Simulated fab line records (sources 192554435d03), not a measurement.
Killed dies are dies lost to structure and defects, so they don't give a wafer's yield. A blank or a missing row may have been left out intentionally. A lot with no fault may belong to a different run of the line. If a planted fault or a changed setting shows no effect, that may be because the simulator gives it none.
fab line records    flow n5Finfet
record: lots: 10  wafers: 30  lastDay: 17
route steps=1938 shown BEOL_M3@1006 BEOL_M4@1023 PASSIVATION@1936
lots untouched by any fault: they come from a run of this same line in which no faults occurred
startH: hours from the record's opening day to when the first of the lot's shown wafers began    waitH: hours elapsed since this lot's preceding step    " as in the row above    L1.1+2: one row covering several wafers at once    - no value, or no start given    * or withheld: withheld    < > ~ a bound
route shown NAME@n: names a module that has steps shown in the file, with the first one's number in the route    usual: the fault-free wafers' mean and standard deviation    same: alike in all rows    chamber/n: place in a boat    sites: per-site readings    _std_site: the values' standard deviation    _edge_site: inner sites' mean taken away from outer sites' mean    radiusMm: for every site, how far away it sits from the centre of the wafer    mask NAME#n: copy n    behind: tool/chamber where the wafer was last shaped    hold: cause of the lot's hold/its duration in hours/its outcome    device: the n, p or np transistor that did not switch    end of line: at the end of the route, the tests of the same wafers    step lacking rows: just its recipe    killed: dies that structure and defects cost at the first sort, which is not the same as the wafer's yield    map: shows each die of a wafer: x if killed, . if not, _ if none is there
set.NAME: setting as actually run; set.NAME@STEP: the setting as run at that earlier step    model.NAME: the simulator's own value behind a step, which no gauge read
the route's steps for a sample of lots (tables are steps, rows are wafers)
services: when a tool's chamber went out of use (startH, in hours from the record's first day, below 0 if earlier), for how many hours, and the reason
== steps ==
step: N5_BEOL_M3_SPUTTER_92
recipe: material: Cu  targetThkA: 45  tempC: -20  chamberPressurePa: 0.07  powerW: withheld  timeS: 8.29
usual: substrateTempC: -19.99/0.1  throttleValvePct: 29.9/0.83
lot.wafer  tool           chamber  startH  waitH  substrateTempC  throttleValvePct
L720.3     pvdSputter-02  -        154.18  0.1    -19.88          29.0
L720.4     "              -        "       "      -19.76          28.6
L720.5     "              -        "       "      -20.10          29.9
L723.1     pvdSputter-02  -        176.85  0.1    -20.10          29.7
L723.3     "              -        "       "      -19.96          28.7
L723.6     "              -        "       "      -20.09          29.6
L725.1     pvdSputter-03  -        179.16  0.1    -19.94          30.5
L725.4     "              -        "       "      -19.93          30.6
L725.6     "              -        "       "      -20.00          30.1
L724.1     pvdSputter-03  -        186.75  0.1    -20.11          29.9
L724.4     "              -        "       "      -20.12          30.1
L724.5     "              -        "       "      -19.96          30.2
L726.1     pvdSputter-01  -        190.62  0.1    -19.98          30.0
L726.3     "              -        "       "      -19.96          29.1
L726.5     "              -        "       "      -20.13          30.7
L732.1     pvdSputter-01  -        232.75  0.1    -19.95          30.5
L732.2     "              -        "       "      -20.00          30.1
L732.3     "              -        "       "      -20.11          31.5
L736.3     pvdSputter-02  -        251.77  0.1    -19.93          28.7
L736.4     "              -        "       "      -20.11          29.6
L736.5     "              -        "       "      -20.09          28.8
L738.2     pvdSputter-02  -        267.29  0.1    -19.82          28.7
L738.3     "              -        "       "      -19.89          29.6
L738.5     "              -        "       "      -19.92          28.9
L740.1     pvdSputter-01  -        273.46  0.1    -19.76          28.9
L740.3     "              -        "       "      -19.99          30.6
L740.4     "              -        "       "      -19.96          29.9
L741.2     pvdSputter-02  -        291.74  0.1    -19.90          29.0
L741.3     "              -        "       "      -19.91          29.6
L741.4     "              -        "       "      -19.90          28.8
step: N5_BEOL_M3_THK_MEAS_53
recipe: thkMeasGauge: xrf  reads: Cu_of_BEOL_M3_ECD_50
usual: M3_THK: 39.7/1.5
lot.wafer  tool          chamber  startH  waitH  M3_THK[nm]
L720.3     filmMetro-01  -        155.53  -      39.9
L720.4     "             -        "       "      41.0
L720.5     "             -        "       "      40.4
L725.1     filmMetro-02  -        180.39  -      38.0
L725.4     "             -        "       "      37.2
L725.6     "             -        "       "      42.1
L723.1     filmMetro-01  -        180.70  -      37.5
L723.3     "             -        "       "      38.5
L723.6     "             -        "       "      40.3
L724.1     filmMetro-01  -        187.98  -      38.7
L724.4     "             -        "       "      40.8
L724.5     "             -        "       "      41.9
L726.1     filmMetro-01  -        191.84  -      39.7
L726.3     "             -        "       "      38.7
L726.5     "             -        "       "      40.4
L732.1     filmMetro-02  -        233.98  -      37.9
L732.2     "             -        "       "      37.4
L732.3     "             -        "       "      38.1
L736.3     filmMetro-01  -        253.00  -      39.1
L736.4     "             -        "       "      40.7
L736.5     "             -        "       "      41.1
L738.2     filmMetro-01  -        269.01  -      38.9
L738.3     "             -        "       "      38.4
L738.5     "             -        "       "      40.1
L740.1     filmMetro-01  -        274.70  -      37.0
L740.3     "             -        "       "      38.4
L740.4     "             -        "       "      36.8
L741.2     filmMetro-02  -        292.97  -      38.1
L741.3     "             -        "       "      38.9
L741.4     "             -        "       "      39.1
step: N5_BEOL_M3_PRE_CLEAN_60
recipe: gas: NH3/H2  timeS: 15  tempC: *  rfPowerW: 300
usual: heaterPowerW: 89/16  rfFwdPowerW: 297.7/0.95
lot.wafer  tool      chamber  startH  waitH  heaterPowerW  rfFwdPowerW
L720.3     cvdCo-01  2        155.64  0.1    81            297.2
L720.4     "         0        "       "      107           296.8
L720.5     "         1        "       "      91            298.5
L725.1     cvdCo-01  2        180.43  0.0    81            297.6
L725.4     "         2        "       "      79            296.7
L725.6     "         1        "       "      90            299.8
L723.1     cvdCo-02  2        180.74  0.0    102           297.6
L723.3     "         1        "       "      96            297.2
L723.6     "         2        "       "      103           297.9
L724.1     cvdCo-01  1        188.02  0.0    92            296.6
L724.4     "         0        "       "      108           297.5
L724.5     "         2        "       "      81            297.8
L726.1     cvdCo-02  1        191.88  0.0    96            296.7
L726.3     "         0        "       "      63            297.1
L726.5     "         0        "       "      63            298.3
L732.1     cvdCo-02  2        234.02  0.0    105           299.0
L732.2     "         1        "       "      94            295.7
L732.3     "         0        "       "      64            296.7
L736.3     cvdCo-02  2        253.03  0.0    103           297.3
L736.4     "         1        "       "      96            297.6
L736.5     "         0        "       "      65            298.0
L738.2     cvdCo-01  0        269.05  0.0    110           299.0
L738.3     "         2        "       "      80            297.5
L738.5     "         0        "       "      113           298.0
L740.1     cvdCo-02  0        274.74  0.0    64            297.2
L740.3     "         2        "       "      106           298.4
L740.4     "         1        "       "      96            297.1
L741.2     cvdCo-02  0        293.01  0.0    64            298.2
L741.3     "         1        "       "      94            296.2
L741.4     "         2        "       "      105           298.3
step: N5_BEOL_M4_PECVD_72
recipe: material: SiO2  targetThkA: 160  tempC: 400  precursor: TEOS/O2  pressureTorr: 5.5  rfW: 450  teosFlowSccm: 53.8  gas: O2  flowSccm: 3000  timeS: 18
usual: chamberPressureTorr: 5.498/0.012  heaterPowerOuterW: 443/68  heaterPowerW: 760/130  rfFwdPowerW: 444.1/2.1  showerheadPlenumPTorr: 8.79/0.044  throttleValvePct: 21.6/1
lot.wafer  tool      chamber  startH  waitH  chamberPressureTorr  heaterPowerOuterW  heaterPowerW  rfFwdPowerW  showerheadPlenumPTorr  throttleValvePct
L720.3     pecvd-04  0        156.07  0.1    5.511                555                883           440.7        8.84                   20.1
L720.4     "         2        "       "      5.503                537                873           445.4        8.78                   22.0
L720.5     "         0        "       "      5.530                551                865           441.8        8.84                   20.6
L725.1     pecvd-02  1        180.82  0.0    -                    -                  -             -            -                      -
L725.4     "         0        "       "      -                    -                  -             -            -                      -
L725.6     "         2        "       "      -                    -                  -             -            -                      -
L723.1     pecvd-04  1        181.13  0.0    -                    -                  -             -            -                      -
L723.3     "         0        "       "      -                    -                  -             -            -                      -
L723.6     "         0        "       "      -                    -                  -             -            -                      -
L724.1     pecvd-04  0        188.42  0.0    -                    -                  -             -            -                      -
L724.4     "         1        "       "      -                    -                  -             -            -                      -
L724.5     "         2        "       "      -                    -                  -             -            -                      -
L726.1     pecvd-04  2        192.27  0.0    5.498                510                838           442.9        8.80                   22.4
L726.3     "         1        "       "      5.503                508                997           441.6        8.70                   21.6
L726.5     "         1        "       "      5.486                513                966           440.5        8.72                   21.4
L732.1     pecvd-02  1        234.41  0.0    5.505                486                848           441.4        8.76                   22.4
L732.2     "         0        "       "      5.509                355                643           444.5        8.80                   22.2
L732.3     "         2        "       "      5.482                333                508           446.8        8.75                   20.3
L736.3     pecvd-02  2        253.43  0.0    5.505                368                562           446.7        8.79                   20.5
L736.4     "         1        "       "      5.511                488                830           443.8        8.77                   22.7
L736.5     "         2        "       "      5.522                381                564           446.4        8.79                   20.5
L738.2     pecvd-02  2        269.45  0.0    5.494                347                550           446.2        8.80                   20.7
L738.3     "         1        "       "      5.469                534                899           444.1        8.76                   22.5
L738.5     "         0        "       "      5.494                446                744           443.8        8.80                   22.1
L740.1     pecvd-02  0        275.13  0.0    5.514                389                677           443.0        8.81                   22.3
L740.3     "         1        "       "      5.502                541                896           446.6        8.77                   22.4
L740.4     "         1        "       "      5.500                524                877           445.9        8.75                   22.3
L741.2     pecvd-04  0        293.40  0.0    5.506                462                777           442.0        8.86                   20.6
L741.3     "         2        "       "      5.483                548                865           444.6        8.75                   20.7
L741.4     "         0        "       "      5.506                460                780           444.0        8.85                   20.6
step: N5_BEOL_M4_RC_MEAS_101
usual: DIBL_N: 35.9/1.4  DIBL_P: 35.9/1.7  IOFF_N: 0.155/0.023  IOFF_P: 0.201/0.029  ION_N: 672/8.8  ION_P: 460/7  SS_N: 71.6/0.48  SS_P: 73.1/0.64  VT_N: 250.0/3  VT_P: -251.6/3
lot.wafer  tool       chamber  startH  waitH  DIBL_N[mV/V]  DIBL_P[mV/V]  IOFF_N[nA/um]  IOFF_P[nA/um]  ION_N[uA/um]  ION_P[uA/um]  SS_N[mV/dec]  SS_P[mV/dec]  VT_N[mV]  VT_P[mV]
L720.3     prober-02  0        170.23  0.3    34.6          35.1          0.131          0.195          667           460           71.7          73.3          250.4     -252.1
L720.4     "          0        "       "      38.2          38.6          0.191          0.252          680           464           72.2          74.6          245.9     -250.6
L720.5     "          0        "       "      37.1          37.4          0.174          0.229          672           459           71.7          74.0          247.3     -249.8
L725.1     prober-01  0        191.89  0.0    32.8          34.9          0.126          0.168          663           453           71.3          73.3          254.2     -257.0
L725.4     "          0        "       "      35.5          37.1          0.165          0.200          671           456           71.5          73.6          250.1     -254.1
L725.6     "          0        "       "      35.6          37.1          0.161          0.208          668           459           72.1          73.6          251.3     -250.2
L723.1     prober-02  0        194.31  0.0    36.2          35.5          0.143          0.188          669           458           71.7          72.4          251.5     -255.1
L723.3     "          0        "       "      37.7          36.6          0.163          0.202          666           456           72.1          73.5          251.0     -252.9
L723.6     "          0        "       "      35.9          35.5          0.145          0.190          674           462           71.3          72.6          250.1     -252.0
L724.1     prober-01  0        198.70  0.0    36.1          36.3          0.168          0.217          675           460           72.0          73.0          247.6     -250.3
L724.4     "          0        "       "      36.0          36.4          0.163          0.207          676           458           71.1          73.4          250.3     -251.0
L724.5     "          0        "       "      35.6          36.0          0.172          0.213          673           457           71.3          73.2          248.9     -250.2
L726.1     prober-01  0        202.06  0.0    34.1          35.0          0.128          0.162          660           452           71.6          72.4          252.3     -254.1
L726.3     "          0        "       "      35.3          36.8          0.150          0.179          674           457           71.1          73.4          249.7     -254.3
L726.5     "          0        "       "      36.0          37.7          0.161          0.186          676           460           72.0          73.6          251.4     -253.0
L732.1     prober-02  0        245.48  0.0    36.2          34.6          0.138          0.180          671           461           70.9          72.2          249.2     -253.5
L732.2     "          0        "       "      35.2          33.5          0.123          0.166          666           453           70.5          72.1          253.1     -256.0
L732.3     "          0        "       "      37.1          35.2          0.146          0.188          672           462           71.4          72.7          251.4     -252.9
L736.3     prober-01  0        269.49  0.3    38.6          36.4          0.165          0.210          677           464           71.7          73.7          249.1     -251.6
L736.4     "          0        "       "      39.0          37.3          0.177          0.217          675           457           71.8          74.6          250.3     -251.7
L736.5     "          0        "       "      37.4          35.3          0.144          0.196          675           458           71.4          73.4          247.9     -251.1
L738.2     prober-02  0        279.34  0.2    34.5          34.7          0.131          0.146          660           448           71.4          72.9          254.0     -258.7
L738.3     "          0        "       "      34.9          35.5          0.134          0.149          680           456           71.4          73.7          254.3     -256.1
L738.5     "          0        "       "      34.1          34.6          0.125          0.140          658           445           71.2          72.8          251.2     -257.9
L740.1     prober-02  0        286.47  0.0    39.1          39.8          0.211          0.260          682           462           72.3          74.4          243.3     -250.6
L740.3     "          0        "       "      38.5          39.4          0.195          0.250          685           464           72.4          73.7          248.6     -249.5
L740.4     "          0        "       "      37.6          38.0          0.187          0.231          686           469           71.8          73.0          243.6     -249.3
L741.2     prober-01  0        304.38  0.2    35.4          36.7          0.188          0.220          688           469           71.3          73.3          243.8     -248.9
L741.3     "          0        "       "      36.3          38.7          0.205          0.250          680           465           71.7          73.7          244.3     -249.2
L741.4     "          0        "       "      37.0          39.4          0.231          0.267          676           462           72.3          74.4          243.5     -249.4
step: N5_PASSIVATION_PROBE_49
usual: defectLimitedYield: 91.7/1.5  killed_at_M0_to_M3: 30/8.6  killed_at_M4_up: 12/4.5  killedAtContacts: 13/5.8  killedAtFrontEnd: 38/11  killedAtOther: 4/3  killedDies: 97/17  killedOnRim: 13/3.6  killedOpen: 63/12  killedShort: 32/8.8  sort_bin_5_function: 4.8/0.91  sort_bin_6_memory: 3.1/0.68  sortNPass: 1083/17  sortYieldPct: 91.7/1.5
same: grossDies: 1180  killedAtBackSide: 0  sort_bin_4_leakage[%]: 0  sort_bin_8_speed[%]: 0
lot.wafer  tool       chamber  startH  waitH  defectLimitedYield[%]  killed_at_M0_to_M3  killed_at_M4_up  killedAtContacts  killedAtFrontEnd  killedAtOther  killedDies  killedOnRim  killedOpen  killedShort  sort_bin_5_function[%]  sort_bin_6_memory[%]  sortNPass  sortYieldPct[%]
L725.1     prober-01  -        298.25  0.0    65.1                   30                  324              8                 46                4              412         17           61          28           31.4                    3.3                   768        65.1
L725.4     prober-01  -        298.40  0.2    65.3                   26                  329              13                38                4              410         16           60          30           31.6                    2.6                   770        65.3
L725.6     prober-01  -        298.50  0.3    63.9                   29                  344              10                34                9              426         14           55          29           33.3                    2.0                   754        63.9
L723.1     prober-02  -        302.16  0.0    65.4                   16                  343              4                 41                4              408         90           47          22           32.5                    1.7                   772        65.4
L723.3     prober-02  -        302.26  0.1    65.3                   27                  321              11                48                3              410         27           68          33           31.6                    2.8                   770        65.3
L723.6     prober-02  -        302.41  0.3    63.0                   48                  325              9                 44                11             437         34           90          39           32.0                    4.4                   743        63.0
L724.1     prober-02  -        305.99  0.2    63.4                   38                  316              24                52                2              432         32           84          41           33.0                    3.5                   748        63.4
L724.4     prober-02  -        306.14  0.3    63.6                   23                  351              14                40                2              430         104          47          38           33.5                    2.7                   750        63.6
L724.5     prober-02  -        306.19  0.4    63.5                   29                  330              9                 58                5              431         97           67          43           32.4                    3.7                   749        63.5
L732.1     prober-02  -        349.39  0.0    90.9                   34                  11               9                 41                12             107         14           73          32           4.3                     4.2                   1073       90.9
L732.2     prober-02  -        349.44  0.1    91.9                   31                  10               9                 43                3              96          15           51          41           5.3                     2.5                   1084       91.9
L732.3     prober-02  -        349.49  0.1    89.6                   35                  24               15                48                1              123         17           80          42           6.0                     3.8                   1057       89.6
L740.1     prober-01  -        399.18  0.0    93.2                   34                  10               6                 30                0              80          7            64          15           4.2                     2.5                   1100       93.2
L740.3     prober-01  -        399.28  0.1    93.6                   27                  8                9                 31                1              76          16           47          27           3.9                     2.3                   1104       93.6
L740.4     prober-01  -        399.33  0.2    93.6                   20                  17               21                16                2              76          5            49          24           3.7                     2.6                   1104       93.6
killed by level:class
L725.1 BEOL_M4:areaPecvd=318 STI_FIN_REVEAL:geometricParticle:open=11 BEOL_M1:geometricParticle:open=10 FIN_SAQP:geometricParticle:short=9 FIN_SAQP:geometricParticle:open=8 DUMMY_GATE:geometricParticle:open=6 MOL_CONTACT_COAG:geometricParticle:open=5 BEOL_M0_SAQP:geometricParticle:open=4
L725.4 BEOL_M4:areaPecvd=319 MOL_CONTACT_COAG:geometricParticle:open=9 FIN_SAQP:geometricParticle:open=8 BEOL_M0_SAQP:geometricParticle:open=7 BEOL_M1:geometricParticle:open=7 BEOL_M0_SAQP:geometricParticle:short=6 STARTING-WAFER:geometricParticle:short=6 FIN_SAQP:geometricParticle:short=5
L725.6 BEOL_M4:areaPecvd=337 BEOL_M0_SAQP:geometricParticle:open=10 MOL_CONTACT_COAG:geometricParticle:open=9 BEOL_M0_SAQP:geometricParticle:short=6 STI_FIN_REVEAL:geometricParticle:open=5 GATE_CUT:geometricParticle:short=5 GATE_CUT:geometricParticle:open=5 BEOL_M1:geometricParticle:open=5
L723.1 BEOL_M4:areaPecvd=337 FIN_SAQP:geometricParticle:short=10 FIN_SAQP:geometricParticle:open=7 STI_FIN_REVEAL:geometricParticle:open=5 MOL_CONTACT_COAG:geometricParticle:open=4 BEOL_M0_SAQP:geometricParticle:open=4 BEOL_M3:geometricParticle:open=4 DUMMY_GATE:geometricParticle:open=3
L723.3 BEOL_M4:areaPecvd=306 STI_FIN_REVEAL:geometricParticle:open=11 MOL_CONTACT_COAG:geometricParticle:open=9 FIN_SAQP:geometricParticle:short=8 BEOL_M4:geometricParticle:open=8 BEOL_M2:geometricParticle:open=7 FIN_SAQP:geometricParticle:open=6 DUMMY_GATE:geometricParticle:open=6
L723.6 BEOL_M4:areaPecvd=306 BEOL_M0_SAQP:geometricParticle:open=12 BEOL_M3:geometricParticle:open=12 STI_FIN_REVEAL:geometricParticle:open=9 MOL_CONTACT_COAG:geometricParticle:open=9 BEOL_M0_SAQP:geometricParticle:short=9 FIN_SAQP:geometricParticle:open=7 BEOL_M4:geometricParticle:open=7
L724.1 BEOL_M4:areaPecvd=305 FIN_SAQP:geometricParticle:short=22 MOL_CONTACT_COAG:geometricParticle:open=18 BEOL_M0_SAQP:geometricParticle:open=16 FIN_SAQP:geometricParticle:open=11 MOL_CONTACT_COAG:geometricParticle:short=6 BEOL_M1:geometricParticle:open=5 BEOL_M0_SAQP:geometricParticle:short=5
L724.4 BEOL_M4:areaPecvd=339 FIN_SAQP:geometricParticle:short=9 MOL_CONTACT_COAG:geometricParticle:open=9 BEOL_M0_SAQP:geometricParticle:short=7 FIN_SAQP:geometricParticle:open=5 BEOL_M2:geometricParticle:open=5 BEOL_M3:geometricParticle:short=5 FIN_CUT:geometricParticle:short=4
L724.5 BEOL_M4:areaPecvd=315 FIN_SAQP:geometricParticle:short=19 BEOL_M0_SAQP:geometricParticle:short=9 FIN_SAQP:geometricParticle:open=8 BEOL_M3:geometricParticle:open=8 MOL_CONTACT_COAG:geometricParticle:open=7 BEOL_M0_SAQP:geometricParticle:open=7 BEOL_M4:geometricParticle:open=7
L732.1 BEOL_M0_SAQP:geometricParticle:open=9 FIN_SAQP:geometricParticle:short=8 DUMMY_GATE:geometricParticle:open=8 MOL_CONTACT_COAG:geometricParticle:open=8 BEOL_M0_SAQP:geometricParticle:short=8 PAD_METAL:geometricParticle:open=7 BEOL_M1:geometricParticle:open=6 FIN_SAQP:geometricParticle:open=5
L732.2 BEOL_M3:geometricParticle:short=10 GATE_CUT:geometricParticle:short=8 STI_FIN_REVEAL:geometricParticle:open=7 MOL_CONTACT_COAG:geometricParticle:open=7 STARTING-WAFER:geometricParticle:short=7 BEOL_M2:geometricParticle:open=6 BEOL_M3:geometricParticle:open=6 BEOL_M0_SAQP:geometricParticle:open=5
L732.3 BEOL_M1:geometricParticle:open=14 MOL_CONTACT_COAG:geometricParticle:open=11 BEOL_M4:geometricParticle:open=10 FIN_SAQP:geometricParticle:short=9 DUMMY_GATE:geometricParticle:open=8 GATE_CUT:geometricParticle:short=7 BEOL_M0_SAQP:geometricParticle:open=7 GATE_CUT:geometricParticle:open=6
L740.1 BEOL_M0_SAQP:geometricParticle:open=14 STI_FIN_REVEAL:geometricParticle:open=12 BEOL_M2:geometricParticle:open=10 MOL_CONTACT_COAG:geometricParticle:open=5 DUMMY_GATE:geometricParticle:open=5 BEOL_M4:geometricParticle:open=5 GATE_CUT:geometricParticle:open=3 BEOL_M0_SAQP:geometricParticle:short=3
L740.3 BEOL_M0_SAQP:geometricParticle:short=11 MOL_CONTACT_COAG:geometricParticle:open=8 BEOL_M4:geometricParticle:open=7 BEOL_M0_SAQP:geometricParticle:open=6 FIN_SAQP:geometricParticle:short=4 STI_FIN_REVEAL:geometricParticle:open=4 STI_FIN_REVEAL:geometricParticle:short=4 DUMMY_GATE:geometricParticle:open=4
L740.4 MOL_CONTACT_COAG:geometricParticle:open=15 MOL_CONTACT_COAG:geometricParticle:short=6 BEOL_M0_SAQP:geometricParticle:open=6 BEOL_M2:geometricParticle:open=6 BEOL_M4:geometricParticle:open=6 STI_FIN_REVEAL:geometricParticle:open=4 BEOL_M0_SAQP:geometricParticle:short=4 BEOL_M8:geometricParticle:open=4
== services ==
tool      chamber  startH  hours  kind
pecvd-04  -        133.79  2.8    pm
pecvd-04  -        138.03  0.5    repair
pecvd-04  1        152.85  5.5    scheduledDown
pecvd-02  -        181.36  28.1   pm
pecvd-04  -        181.78  1.6    repair
pecvd-04  2        202.47  -      clean
pecvd-04  2        202.47  -      consumableReplace:showerhead
pecvd-04  2        202.47  29.0   scheduledDown
pecvd-04  2        202.47  29.0   ventCycle
cvdCo-01  -        228.17  6.0    pm
pecvd-02  2        260.86  -      calibration
== key ==
firstSign: step: N5_BEOL_M4_PECVD_72  reading: toolRecord  direction: missing
effect: step: N5_PASSIVATION_PROBE_49  reading: killed_at_M4_up  direction: up  sigmas: 71  usual: 12  struck: 331
moreKillsBornAt: N5_BEOL_M4_PECVD_72@pecvd-04: 1908  N5_BEOL_M4_PECVD_72@pecvd-02: 973
metAt N5_BEOL_M4_PECVD_72
struckLots L723,L724,L725
notActingAt N5_BEOL_M3_SPUTTER_92,N5_BEOL_M3_THK_MEAS_53,N5_BEOL_M3_PRE_CLEAN_60
onsetBetween 156.07 180.82
fault: kind: skippedStepWhole  tool: pecvd-02,pecvd-04  chamber: -  onsetH: 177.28  steps: N5_BEOL_M4_PECVD_72  scope: struckLotsOnly
